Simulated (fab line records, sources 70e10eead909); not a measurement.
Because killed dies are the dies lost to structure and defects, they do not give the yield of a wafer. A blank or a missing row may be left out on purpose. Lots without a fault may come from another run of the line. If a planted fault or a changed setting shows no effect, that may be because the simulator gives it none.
Chamber matching    flow nand_harc    4 sister chambers for NHARC_P_CONTACT_ALD_22 on ald_metal-02
The step deposits TiN, target thk 3 nm, pulse time 1 s, ald cycles 150. 14 wafers are shown with their chamber, then 7 later ones without.

## WAFERS PAIRED WITH THEIR CHAMBERS
wafer   chamber  heater_power_w (W)  precursor_pulse_height_rel
L083.1  0        960                 1.006
L083.2  2        1362                1.039
L083.3  3        1127                1.001
L085.1  1        1191                1.017
L085.3  2        1367                0.987
L085.4  0        959                 0.973
L088.1  0        905                 0.979
L088.5  0        950                 1.006
L088.6  3        1087                1.022
L092.1  0        943                 0.995
L092.3  3        1084                0.994
L092.4  1        1404                0.974
L094.1  1        1360                1.007
L094.2  3        1088                1.017

SIGNATURES (averages over the wafers above)
reading                     chamber 0  chamber 1  chamber 2  chamber 3  scatter within a chamber
heater_power_w              943.40     1318.33    1364.50    1096.50    53.5
precursor_pulse_height_rel  0.99180    0.99933    1.01300    1.00850    0.0195
Rule: for a wafer and a chamber, the distance is found by dividing, reading by reading, the gap between the wafer's reading and the chamber's mean by the reading's scatter, squaring, summing and taking the root. The wafer belongs to the nearest chamber; if the next one is less than 2 further off, it can't be placed. How the scatter is found: for the shown wafers, subtract from each reading the mean of its chamber, square and add these, divide the total by (wafers less chambers), then take the root.

## WAFERS WITH NO CHAMBER GIVEN
wafer   heater_power_w (W)  precursor_pulse_height_rel
L094.5  936                 1.035
L095.3  1412                0.998
L095.4  925                 1.010
L095.6  1077                0.971
L096.1  939                 1.008
L096.2  1093                1.020
L096.6  1318                1.012

## WHICH CHAMBER EACH WENT THROUGH
wafer   from the rows above      in truth
L094.5  can't be placed: 0 or 3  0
L095.3  can't be placed: 2 or 1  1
L095.4  0                        0
L095.6  can't be placed: 3 or 0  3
L096.1  0                        0
L096.2  3                        3
L096.6  can't be placed: 1 or 2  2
3 of 7 placed correctly. Not placeable from these rows: 4 (in 4, the candidates include the true chamber). Number placed wrongly: 0.
